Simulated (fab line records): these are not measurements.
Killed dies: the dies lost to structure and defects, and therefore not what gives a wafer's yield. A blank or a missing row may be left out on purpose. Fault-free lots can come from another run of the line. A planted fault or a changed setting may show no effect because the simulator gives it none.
Split-lot study ; flow n5 finfet ; 21 wafers read across 7 lots, on a route 1938 steps long

## ON THE SPLIT
At N5_BEOL_M4_HM_DEP_02 (deposits TiN, target thk 20 nm), the setting target thk a was moved away from the recipe's 200 angstrom on 9 of the 21 wafers read, by -11.8% to +10.6%. This setting was run at the recipe's value on the other wafers.

## FROM THE SPLIT TO THE READING: what the file shows between them, 5 steps
- N5_BEOL_M4_COAT_61: time 60 s, resist thk 60 nm
- N5_BEOL_M4_COAT_62: time 60 s, resist thk 12 nm
- N5_BEOL_M4_STRIP_75: strips in N2/H2
- N5_BEOL_M4_STRIP_66: strips in CF4
- N5_BEOL_M4_HM_OPEN_17: chemistry Cl2/BCl3, target TiN, target depth 20 nm, overetch 6 nm

## THE READING
TiN_of_BEOL_M4_HM_DEP_02.thk nm (the simulator's own value, which no gauge read), in nm, at N5_BEOL_M4_TRENCH_ETCH_37 (etches SiOC in C4F6/O2, target depth 55.555 nm, time 29.2 s). There is no usual value for it anywhere in the file. The 12 wafers here that ran the recipe average 17.8 nm, standard deviation 0.24 nm.

wafer;tool, chamber at the split;target thk a as run, angstrom;against the recipe;TiN_of_BEOL_M4_HM_DEP_02.thk nm, nm;against lot-mates on the recipe
L076.2;pvd sputter-01, -;200;recipe;17.6;-
L076.4;pvd sputter-01, -;200;recipe;17.6;-
L076.5;pvd sputter-01, -;200;recipe;17.4;-
L082.1;pvd sputter-03, -;179.7;-10.2%;15.8;-2.6
L082.2;pvd sputter-03, -;179.7;-10.2%;15.8;-2.6
L082.3;pvd sputter-03, -;200;recipe;18.4;-
L086.2;pvd sputter-03, -;200;recipe;17.8;-
L086.5;pvd sputter-03, -;200;recipe;18;-
L086.6;pvd sputter-03, -;176.3;-11.8%;15.6;-2.3
L088.4;pvd sputter-03, -;213.8;+6.9%;19.6;+1.8
L088.5;pvd sputter-03, -;213.8;+6.9%;19;+1.2
L088.6;pvd sputter-03, -;200;recipe;17.8;-
L087.2;pvd sputter-01, -;200;recipe;17.8;-
L087.3;pvd sputter-01, -;200;recipe;17.6;-
L087.6;pvd sputter-01, -;200;recipe;17.8;-
L089.1;pvd sputter-03, -;221.2;+10.6%;19.8;+2.0
L089.5;pvd sputter-03, -;200;recipe;17.8;-
L089.6;pvd sputter-03, -;221.2;+10.6%;19.8;+2.0
L091.3;pvd sputter-01, -;200;recipe;17.6;-
L091.4;pvd sputter-01, -;219.7;+9.9%;19.8;+2.2
L091.5;pvd sputter-01, -;219.7;+9.9%;19.8;+2.2

FIT RESULTS
A straight line over all 21 wafers: TiN_of_BEOL_M4_HM_DEP_02.thk nm changes by +0.197 nm for each +1% of target thk a; r = +0.99; the points scatter about the line by 0.23 nm.
The same after taking each lot's own level away (the mean of its wafers on the recipe; 21 wafers): +0.218 nm for each +1%; r = +0.99; scatter 0.2 nm.
Per that fit: largest target thk a move, reading shift of 2.6 nm.
The lots' own levels span 17.53 to 18.40 nm, that is 3.6 times the standard deviation above.
Hence the lot-to-lot level has little effect on the slope; both slopes agree.
Check: -2.74 nm against its lot-mates is what the line predicts for one of the wafers moved furthest among these (-11.8%) when that wafer is left out of the fit. It came out at -2.3 nm against them.

## OTHER SPLITS ON THESE WAFERS
Other splits were also applied to these wafers ahead of the reading. Each is held against what the fit with the lots' levels taken away leaves over:
other split on the same wafers;wafers away from the commonest value;r with TiN_of_BEOL_M4_HM_DEP_02.thk nm (lot level and that fit taken away)
N5_BEOL_M2_TRENCH_ETCH_37 source w;7;-0.05
N5_BEOL_M3_COAT_22 spin rpm;8;-0.02
N5_BEOL_M4_ILD_DEP_00 time s;8;+0.21

## THE WHOLE CHAIN: every reading that the file lists as answering this split, in the file's order
step;what it does;reading;change (the file's fit);r (the file's)
N5_BEOL_M4_HM_DEP_02;deposits TiN, target thk 20 nm;TiN_of_BEOL_M4_HM_DEP_02.thk nm (the simulator's own value, which no gauge read);+0.191 nm for each +1% of the setting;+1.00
N5_BEOL_M4_HM_OPEN_17;chemistry Cl2/BCl3, target TiN, target depth 20 nm, overetch 6 nm;etch.depth nm (the simulator's own value, which no gauge read);+0.197 nm for each +1% of the setting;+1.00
N5_BEOL_M4_TRENCH_ETCH_37;etches SiOC in C4F6/O2, target depth 55.555 nm, time 29.2 s;TiN_of_BEOL_M4_HM_DEP_02.thk nm (the simulator's own value, which no gauge read);+0.214 nm for each +1% of the setting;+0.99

## THE FILE'S OWN FIT
TiN_of_BEOL_M4_HM_DEP_02.thk nm changes by +0.214 nm for each +1% of target thk a, r = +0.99.
